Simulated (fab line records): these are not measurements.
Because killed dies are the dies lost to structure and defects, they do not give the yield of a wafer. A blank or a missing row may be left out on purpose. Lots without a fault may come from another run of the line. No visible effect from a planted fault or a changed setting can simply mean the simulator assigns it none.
fab line records ; flow n5_finfet
record lots=12; wafers=35; last_day=19
route steps=1938 shown BEOL_M12@1646 BEOL_M13@1659
lots untouched by any fault: they come from a run of this same line in which no faults occurred
start_h: start of the lot's first displayed wafer, in hours after the record's first day ; wait_h: hours from the lot's prior step to this one ; " unchanged from the row above ; L1.1+2: one row covering several wafers at once ; - no value present, or no start provided ; * or withheld: withheld ; < > ~ a bound
route shown NAME@n: a module of which the file shows steps, and the number in the route of the first ; usual: average and standard deviation across the fault-free wafers ; same: alike in all rows ; chamber/n: place in a boat ; sites: each site's reading ; _std_site: how widely they spread, as a standard deviation ; _edge_site: mean of outer sites minus mean of inner sites ; radius_mm: for every site, how far away it sits from the centre of the wafer ; mask NAME#n: copy n ; behind: tool/chamber where the wafer was last shaped ; hold: cause of the lot's hold/its duration in hours/its outcome ; device: names the non-switching transistor (n, p or np) ; end of line: the route-end tests of the same wafers ; where a step has no rows: the recipe by itself ; killed: not the wafer's yield, but the dies lost to structure and defects at the first sort ; map: a wafer's dies, marking killed ones x, the rest . and places with no die _
set.NAME: the setting as run; set.NAME@STEP: as run at that earlier step ; model.NAME: the simulator's own value behind a step, which no gauge read
a sample of lots followed through the steps of the route, with each step as a table and each wafer as a row
services: when a tool's chamber went out of use (start_h, in hours from the record's first day, below 0 if earlier), for how many hours, and the reason
## steps
# step N5_BEOL_M12_DEGAS_41
# recipe ambient=vacuum; temp_c=250; time_s=60
# usual heater_power_w=332/27
lot.wafer;tool;chamber;start_h;wait_h;heater_power_w
L875.1;pvd_sputter-02;-;237.25;0.1;317
L875.3;pvd_sputter-02;-;237.25;0.1;309
L877.1;pvd_sputter-02;-;242.97;0.3;360
L877.2;pvd_sputter-02;-;242.97;0.3;304
L877.5;pvd_sputter-02;-;242.97;0.3;364
L878.1;pvd_sputter-03;-;243.20;0.2;400
L878.2;pvd_sputter-03;-;243.20;0.2;378
L878.5;pvd_sputter-03;-;243.20;0.2;380
L883.1;pvd_sputter-01;-;272.33;0.1;318
L883.2;pvd_sputter-01;-;272.33;0.1;302
L883.5;pvd_sputter-01;-;272.33;0.1;322
L885.4;pvd_sputter-03;-;289.09;0.0;357
L885.5;pvd_sputter-03;-;289.09;0.0;380
L885.6;pvd_sputter-03;-;289.09;0.0;396
L888.4;pvd_sputter-03;-;318.10;2.3;386
L888.5;pvd_sputter-03;-;318.10;2.3;389
L888.6;pvd_sputter-03;-;318.10;2.3;352
L893.1;pvd_sputter-03;-;366.26;0.1;341
L893.2;pvd_sputter-03;-;366.26;0.1;299
L893.6;pvd_sputter-03;-;366.26;0.1;315
L894.3;pvd_sputter-01;-;387.97;2.4;308
L894.5;pvd_sputter-01;-;387.97;2.4;316
L894.6;pvd_sputter-01;-;387.97;2.4;326
L895.1;pvd_sputter-01;-;395.90;2.2;307
L895.4;pvd_sputter-01;-;395.90;2.2;331
L895.5;pvd_sputter-01;-;395.90;2.2;331
L897.2;pvd_sputter-01;-;397.32;0.0;328
L897.5;pvd_sputter-01;-;397.32;0.0;334
L897.6;pvd_sputter-01;-;397.32;0.0;319
L898.1;pvd_sputter-03;-;422.07;0.6;313
L898.3;pvd_sputter-03;-;422.07;0.6;380
L898.6;pvd_sputter-03;-;422.07;0.6;354
L896.2;pvd_sputter-01;-;431.42;2.1;324
L896.3;pvd_sputter-01;-;431.42;2.1;310
L896.6;pvd_sputter-01;-;431.42;2.1;313
# step N5_BEOL_M12_SPUTTER_45
# recipe material=Cu; target_thk_a=800; temp_c=-20; bias_v=60; power_w=26000; chamber_pressure_pa=0.13; time_s=13.33
# usual throttle_valve_pct=30.7/1.4
lot.wafer;tool;chamber;start_h;wait_h;throttle_valve_pct
L875.1;pvd_sputter-02;-;237.49;0.0;31.8
L875.3;pvd_sputter-02;-;237.49;0.0;29.9
L877.1;pvd_sputter-02;-;243.21;0.0;30.1
L877.2;pvd_sputter-02;-;243.21;0.0;30.2
L877.5;pvd_sputter-02;-;243.21;0.0;30.0
L878.1;pvd_sputter-03;-;243.44;0.0;27.2
L878.2;pvd_sputter-03;-;243.44;0.0;29.5
L878.5;pvd_sputter-03;-;243.44;0.0;29.4
L883.1;pvd_sputter-01;-;272.57;0.0;32.5
L883.2;pvd_sputter-01;-;272.57;0.0;31.0
L883.5;pvd_sputter-01;-;272.57;0.0;31.3
L885.4;pvd_sputter-03;-;289.33;0.0;30.2
L885.5;pvd_sputter-03;-;289.33;0.0;29.4
L885.6;pvd_sputter-03;-;289.33;0.0;27.2
L888.4;pvd_sputter-03;-;318.34;0.0;27.5
L888.5;pvd_sputter-03;-;318.34;0.0;27.6
L888.6;pvd_sputter-03;-;318.34;0.0;30.5
L893.1;pvd_sputter-03;-;366.50;0.0;30.1
L893.2;pvd_sputter-03;-;366.50;0.0;29.0
L893.6;pvd_sputter-03;-;366.50;0.0;29.0
L894.3;pvd_sputter-01;-;388.21;0.0;31.2
L894.5;pvd_sputter-01;-;388.21;0.0;31.4
L894.6;pvd_sputter-01;-;388.21;0.0;31.3
L895.1;pvd_sputter-01;-;396.14;0.0;31.1
L895.4;pvd_sputter-01;-;396.14;0.0;31.2
L895.5;pvd_sputter-01;-;396.14;0.0;31.4
L897.2;pvd_sputter-01;-;397.56;0.0;32.4
L897.5;pvd_sputter-01;-;397.56;0.0;31.1
L897.6;pvd_sputter-01;-;397.56;0.0;31.0
L898.1;pvd_sputter-03;-;427.23;0.0;28.8
L898.3;pvd_sputter-03;-;427.23;0.0;29.7
L898.6;pvd_sputter-03;-;427.23;0.0;30.4
L896.2;pvd_sputter-01;-;431.66;0.0;32.6
L896.3;pvd_sputter-01;-;431.66;0.0;31.5
L896.6;pvd_sputter-01;-;431.66;0.0;31.1
# step N5_BEOL_M12_CMP_49
# recipe stop_on=SiOC; t_overpolish_s=20.6; down_force_psi=1; platen_rpm=50; clearing_platen_down_force_psi=1.5; clearing_platen_rpm=50; post_cmp_clean=cu_alkaline; target_thk_nm=320; clearing_platen_pad_velocity_m_s=0.99484; pad_velocity_m_s=0.99484
# usual barrier_field_endpoint_s=30.4/0.71; head_pressure_psi=0.9997/0.0023; motor_current_A=6.0/0.71; overpolish_run_s=20.599/0.0086
lot.wafer;tool;chamber;start_h;wait_h;barrier_field_endpoint_s;head_pressure_psi;motor_current_A;overpolish_run_s
L875.1;cmp-03;0;238.31;0.3;30.4;0.9953;5.6;20.602
L875.3;cmp-03;1;238.31;0.3;30.0;1.0017;4.7;20.610
L877.2;cmp-02;3;244.11;0.2;30.0;0.9996;6.8;20.586
L877.1;cmp-02;0;244.11;0.2;32.2;1.0016;6.7;20.585
L877.5;cmp-02;3;244.11;0.2;30.3;0.9951;6.5;20.610
L878.1;cmp-01;1;244.27;0.4;29.9;1.0007;5.8;20.585
L878.2;cmp-01;2;244.27;0.4;30.2;0.9999;6.3;20.585
L878.5;cmp-01;1;244.27;0.4;29.6;0.9993;6.2;20.602
L883.2;cmp-02;2;273.13;0.2;30.2;0.9996;6.1;20.605
L883.1;cmp-02;0;273.13;0.2;30.6;1.0006;6.9;20.599
L883.5;cmp-02;3;273.13;0.2;29.9;1.0001;6.8;20.611
L885.4;cmp-03;2;290.01;0.2;29.8;1.0026;5.8;20.596
L885.5;cmp-03;3;290.01;0.2;31.3;0.9995;7.4;20.604
L885.6;cmp-03;0;290.01;0.2;61.4;0.5098;4.5;4.670
L888.4;cmp-01;3;318.94;0.2;30.5;0.9966;6.3;20.594
L888.5;cmp-01;2;318.94;0.2;30.4;1.0004;6.4;20.602
L888.6;cmp-01;3;318.94;0.2;30.1;0.9985;6.3;20.610
L893.2;cmp-03;1;367.78;0.5;29.4;0.9982;4.7;20.599
L893.1;cmp-03;2;367.78;0.5;30.2;1.0018;5.8;20.595
L893.6;cmp-03;0;367.78;0.5;29.6;0.9960;5.1;20.594
L894.3;cmp-03;2;389.04;0.3;30.6;1.0016;5.6;20.607
L894.5;cmp-03;2;389.04;0.3;30.6;1.0003;5.4;20.597
L894.6;cmp-03;3;389.04;0.3;31.4;1.0021;6.9;20.598
L895.1;cmp-01;3;396.73;0.3;30.8;1.0030;6.7;20.591
L895.4;cmp-01;1;396.73;0.3;29.1;0.9984;6.1;20.609
L895.5;cmp-01;3;396.73;0.3;30.2;0.9998;6.3;20.603
L897.2;cmp-01;1;398.12;0.2;29.6;1.0027;5.7;20.611
L897.5;cmp-01;1;398.12;0.2;29.7;0.9954;5.9;20.595
L897.6;cmp-01;2;398.12;0.2;31.3;0.9987;6.5;20.607
L898.1;cmp-01;2;427.85;0.3;31.0;0.9998;6.7;20.613
L898.3;cmp-01;0;427.85;0.3;31.2;0.9965;6.6;20.592
L898.6;cmp-01;2;427.85;0.3;31.9;1.0002;6.3;20.598
L896.2;cmp-03;0;432.25;0.2;30.5;0.9981;5.4;20.587
L896.3;cmp-03;2;432.25;0.2;30.9;0.9993;5.7;20.598
L896.6;cmp-03;3;432.25;0.2;31.0;1.0010;7.1;20.603
# step N5_BEOL_M13_ILD_DEP_00
# recipe material=SiOC; target_thk_a=8379.2; temp_c=350; precursor=DEMS/O2; pressure_torr=5; rf_w=500; time_s=166.4
# usual heater_power_w=494/78; showerhead_plenum_p_Torr=5.699/0.017; throttle_valve_pct=11.8/0.87
lot.wafer;tool;chamber;start_h;wait_h;heater_power_w;showerhead_plenum_p_Torr;throttle_valve_pct
L875.1;pecvd-02;0;238.75;0.0;549;5.679;11.2
L875.3;pecvd-02;2;238.75;0.0;469;5.687;10.4
L877.1;pecvd-01;1;244.60;0.0;391;5.708;11.5
L877.2;pecvd-01;0;244.60;0.0;568;5.697;12.0
L877.5;pecvd-01;1;244.60;0.0;445;5.709;11.2
L878.1;pecvd-03;2;244.75;0.0;358;5.680;10.3
L878.2;pecvd-03;1;244.75;0.0;529;5.722;12.5
L878.5;pecvd-03;2;244.75;0.0;294;5.703;10.4
L883.1;pecvd-02;1;273.62;0.0;586;5.688;12.6
L883.2;pecvd-02;0;273.62;0.0;471;5.676;11.8
L883.5;pecvd-02;2;273.62;0.0;501;5.684;10.6
L885.4;pecvd-01;1;290.43;0.1;452;5.710;11.3
L885.5;pecvd-01;2;290.43;0.1;446;5.707;11.2
L885.6;pecvd-01;0;290.43;0.1;581;5.681;12.5
L888.4;pecvd-01;1;319.44;0.1;455;5.703;11.3
L888.5;pecvd-01;2;319.44;0.1;434;5.697;11.3
L888.6;pecvd-01;0;319.44;0.1;532;5.678;12.1
L893.1;pecvd-02;2;368.23;0.0;497;5.703;10.8
L893.2;pecvd-02;1;368.23;0.0;614;5.699;12.5
L893.6;pecvd-02;0;368.23;0.0;541;5.665;11.8
L894.3;pecvd-02;1;389.55;0.0;627;5.698;12.6
L894.5;pecvd-02;0;389.55;0.0;543;5.676;11.4
L894.6;pecvd-02;2;389.55;0.0;410;5.694;11.1
L895.1;pecvd-01;0;397.18;0.0;609;5.677;12.3
L895.4;pecvd-01;1;397.18;0.0;480;5.693;11.6
L895.5;pecvd-01;2;397.18;0.0;515;5.707;11.0
L897.2;pecvd-03;0;398.60;0.0;453;5.722;13.0
L897.5;pecvd-03;2;398.60;0.0;357;5.678;10.7
L897.6;pecvd-03;1;398.60;0.0;572;5.714;12.5
L898.1;pecvd-03;2;428.30;0.0;336;5.678;10.7
L898.3;pecvd-03;1;428.30;0.0;524;5.721;12.6
L898.6;pecvd-03;2;428.30;0.0;357;5.706;10.7
L896.2;pecvd-02;1;432.70;0.0;597;5.698;12.5
L896.3;pecvd-02;0;432.70;0.0;540;5.695;11.8
L896.6;pecvd-02;0;432.70;0.0;466;5.685;11.7
## services
tool;chamber;start_h;hours;kind
pecvd-02;-;231.82;5.6;repair
cmp-03;-;241.95;4.0;pm
cmp-02;-;244.87;0.2;repair
cmp-02;-;252.15;4.3;repair
cmp-02;-;259.02;1.9;repair
pvd_sputter-02;-;269.38;29.2;repair
cmp-01;-;281.83;4.0;pm
cmp-02;-;289.64;0.3;repair
cmp-02;-;295.55;1.3;repair
cmp-03;-;305.92;0.2;repair
cmp-01;-;337.59;2.7;repair
cmp-03;-;349.19;5.2;pm
pvd_sputter-03;-;355.87;6.6;repair
cmp-01;-;365.38;5.4;repair
cmp-01;-;372.09;3.6;repair
cmp-03;-;375.72;6.1;pm
cmp-03;-;389.39;9.9;pm
pecvd-01;-;393.43;1.5;repair
pvd_sputter-02;-;394.55;4.0;repair
pecvd-03;-;410.66;1.0;repair
cmp-01;-;416.35;11.4;repair
pecvd-02;0;416.82;2.1;repair
pvd_sputter-02;-;431.01;1.0;repair
cmp-01;-;431.56;6.6;pm
## key
first_sign step=N5_BEOL_M12_CMP_49; reading=overpolish_run_s; direction=down; sigmas=99+; usual=20.599; struck=4.670
effect step=N5_BEOL_M12_CMP_49; reading=head_pressure_psi; direction=down; sigmas=99+; usual=0.9997; struck=0.5098
met_at N5_BEOL_M12_CMP_49
struck_lots L885
struck_wafers L885.6
not_acting_at N5_BEOL_M12_DEGAS_41,N5_BEOL_M12_SPUTTER_45,N5_BEOL_M13_ILD_DEP_00
onset_between 238.31 290.01
fault kind=process_parameter_drift; tool=cmp-03; chamber=0; onset_h=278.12; steps=N5_BEOL_M12_CMP_49; channel=down_force_psi; offset=-0.48848; shape=step; end_h=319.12; acts_in=these_recipes_only; stated=1
